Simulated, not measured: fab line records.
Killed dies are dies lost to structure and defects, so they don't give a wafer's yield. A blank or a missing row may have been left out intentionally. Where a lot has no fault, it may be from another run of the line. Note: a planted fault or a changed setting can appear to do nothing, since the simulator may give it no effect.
Comparing a struck lot with a sound one :: flow nand harc :: 14 out of 1302 route steps
Sound: wafers L692.2, L692.5, L692.6. Wafers L686.3, L686.4, L686.6 were the ones struck. The cause is given at the end.
At each step with rows: each side's tool, then ch and its chambers, then its first start. Under that, the readings that differ: sound wafers :: struck wafers :: difference of the means :: sigmas: that difference in standard deviations of wafers without a fault.
alike: a reading whose means differ by less than 2 such deviations, as well as words and numbers matching on both sides. not compared: withheld readings; readings where some wafer has no value; bounds like >300 that might hide an equal value; numbers whose values overlap and for which the record gives no deviation.
The two part at a step that has a row with sigmas, a row that says differs or no value, or rows on one side only. When numbers do not overlap yet have no deviation, they are printed without sigmas and do not part them. A reading that every wafer of one side lacks parts them only if that side has two wafers or more.

NHARC_A_M1_DEP_33: deposits SiCN, target thk 30 nm.
  sound on pecvd-04 ch 0,1, day 30 07:16; struck on pecvd-02 ch 0,1, day 28 12:00
  alike: chamber pressure Torr, heater power w
NHARC_A_BONDPAD_DEP_00: deposits SiCN, target thk 250 nm.
  sound on pecvd-03 ch 1,2, day 30 07:52; struck on pecvd-04 ch 0,1,2, day 28 12:32
reading: chamber pressure Torr (Torr)
sound: 3.000 2.995 2.990
struck: 3.010 3.013 3.004
difference: +0.014
sigmas: +2
  alike: heater power w
NHARC_A_BONDPAD_CMP_29: polishes SiCN, target thk 200 nm.
  sound on cmp-03 ch 0,1,3, day 30 08:15; struck on cmp-03 ch 0,2, day 28 12:56
  alike: motor current A
NHARC_A_BONDPAD_THK_MEAS_30: measures by ellipsometry.
  sound on film metro-02, day 30 08:25; struck on film metro-02, day 28 13:10
  alike: thk nm
then, 8 steps without rows for these wafers: NHARC_A_BONDPAD_SRD_31; NHARC_A_BONDPAD_DEHYDRATE_01 (time 120 s); NHARC_A_BONDPAD_HMDS_02 (time 30 s); NHARC_A_BONDPAD_COAT_33 (time 65 s); NHARC_A_BONDPAD_COAT_03 (resist thk 600 nm); NHARC_A_BONDPAD_SOFTBAKE_04 (time 70 s); NHARC_A_BONDPAD_EBR_05; NHARC_A_BONDPAD_EXPOSE_06 (exposes mask A BPAD).
NHARC_A_BONDPAD_PEB_07: peb time 80 s.
  sound on litho track-07 ch 0, day 30 08:47; struck on litho track-02, day 28 13:31
  no value came back on the struck wafers for chill plate temp C (C), exhaust pa (Pa); on the sound wafers chill plate temp C (C) reads 23.03 22.81 22.98
then, 1 step without rows for these wafers: NHARC_A_BONDPAD_DEVELOP_08 (time 50 s).

== WHERE THEY PART ==
Last at NHARC_A_BONDPAD_PEB_07 as far as this record goes, first at NHARC_A_BONDPAD_DEP_00.

WHY: the cause the simulator had injected
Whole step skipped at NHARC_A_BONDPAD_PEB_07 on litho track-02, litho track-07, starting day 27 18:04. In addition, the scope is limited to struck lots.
